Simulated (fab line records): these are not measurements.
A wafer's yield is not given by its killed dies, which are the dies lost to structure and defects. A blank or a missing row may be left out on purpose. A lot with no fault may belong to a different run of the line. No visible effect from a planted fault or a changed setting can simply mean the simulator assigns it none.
Check of tool commonality	flow nand_harc	Lots sampled 11, wafers sampled 33

WHY IT WAS OPENED
At NHARC_P_ZERO_WELL_CD_MEAS_52 the reading cd_nm is flagged on 1 of 11 lots. Fault-free wafers read 1999.9 nm, with a standard deviation of 2.1.
Rule: a lot is flagged in two cases, either no wafer of it has a number, or all its wafers with numbers fall more than 4 standard deviations from that mean. As for the other lots, they are considered sound.

lot	measured	on	cd_nm (nm), wafer by wafer	flag
L533	day 2 11:45	cd_sem-02	2004.4 2001.5 2000.8	
L535	day 3 07:37	cd_sem-01	1999.2 1996.8 1997.3	
L536	day 3 18:17	cd_sem-02	1996.7 1997.0 2000.8	
L538	day 4 13:53	cd_sem-03	2000.9 2000.7 1998.9	
L540	day 5 09:57	cd_sem-02	2002.7 1997.7 2001.1	
L541	day 5 19:29	cd_sem-02	1998.3 1998.8 1999.5	
L542	day 6 07:35	cd_sem-01	1951.2 1950.0 1952.7	FLAGGED
L543	day 6 15:53	cd_sem-03	2001.9 1997.2 1998.2	
L544	day 7 01:53	cd_sem-01	1996.7 1997.6 1999.0	
L552	day 10 10:34	cd_sem-01	1999.1 2000.3 2000.5	
L554	day 11 06:38	cd_sem-03	2002.3 1998.5 1999.5	
The mean of the flagged lots' numbers is 1951.3 nm, -48.6 nm from the usual (-23 standard deviations).

EACH LOT AND THE TOOL IT RAN ON
The record holds 1 process step before the reading, out of a route of 1302 steps. Read each cell as the tool, then ch plus the chambers that the sampled wafers visited, then the start.
lot	flag	NHARC_P_ZERO_WELL_EXPOSE_49
L533		krf_scanner-02 ch 0, day 2 11:35
L535		krf_scanner-04 ch 0, day 3 07:28
L536		krf_scanner-02 ch 0, day 3 18:07
L538		krf_scanner-01 ch 0, day 4 13:43
L540		krf_scanner-04 ch 0, day 5 09:47
L541		krf_scanner-04 ch 0, day 5 19:20
L542	FLAGGED	krf_scanner-04 ch 0, day 6 07:26
L543		krf_scanner-01 ch 0, day 6 15:44
L544		krf_scanner-04 ch 0, day 7 01:45
L552		krf_scanner-04 ch 0, day 10 10:25
L554		krf_scanner-04 ch 0, day 11 06:29
What these steps do:
- NHARC_P_ZERO_WELL_EXPOSE_49: exposes mask P HVPW, target cd 2000 nm.
- NHARC_P_ZERO_WELL_CD_MEAS_52: target cd 2000 nm.

FLAGGED OVER TOTAL, TOOL BY TOOL (the gauges that took the reading come last)
step	tool	lots run	flagged	share of the flagged lots	sound lots run after its first flagged lot
NHARC_P_ZERO_WELL_EXPOSE_49	krf_scanner-01	2	0	none	-
NHARC_P_ZERO_WELL_EXPOSE_49	krf_scanner-02	2	0	none	-
NHARC_P_ZERO_WELL_EXPOSE_49	krf_scanner-04	7	1	all	3 (L544,L552,L554)
NHARC_P_ZERO_WELL_CD_MEAS_52	cd_sem-01	4	1	all	2 (L544,L552)
NHARC_P_ZERO_WELL_CD_MEAS_52	cd_sem-02	4	0	none	-
NHARC_P_ZERO_WELL_CD_MEAS_52	cd_sem-03	3	0	none	-

WHAT IS ALLOWED BY THE TABLE
krf_scanner-04 at NHARC_P_ZERO_WELL_EXPOSE_49 and cd_sem-01 at NHARC_P_ZERO_WELL_CD_MEAS_52 are the 2 rows of the table that ran each flagged lot.
- krf_scanner-04 at NHARC_P_ZERO_WELL_EXPOSE_49: 1 of its 7 lots flagged. Lots that were sound ran on it after the first flagged one (L544, L552, L554); a persistent fault on the entire tool would not allow that.
- cd_sem-01 at NHARC_P_ZERO_WELL_CD_MEAS_52: 1 of its 4 lots flagged. Lots that were sound ran on it after the first flagged one (L544, L552); a persistent fault on the entire tool would not allow that.
There is no row in the table that ran each flagged lot and no sound lot after the first.

WHAT THE SIMULATOR HAD INSERTED
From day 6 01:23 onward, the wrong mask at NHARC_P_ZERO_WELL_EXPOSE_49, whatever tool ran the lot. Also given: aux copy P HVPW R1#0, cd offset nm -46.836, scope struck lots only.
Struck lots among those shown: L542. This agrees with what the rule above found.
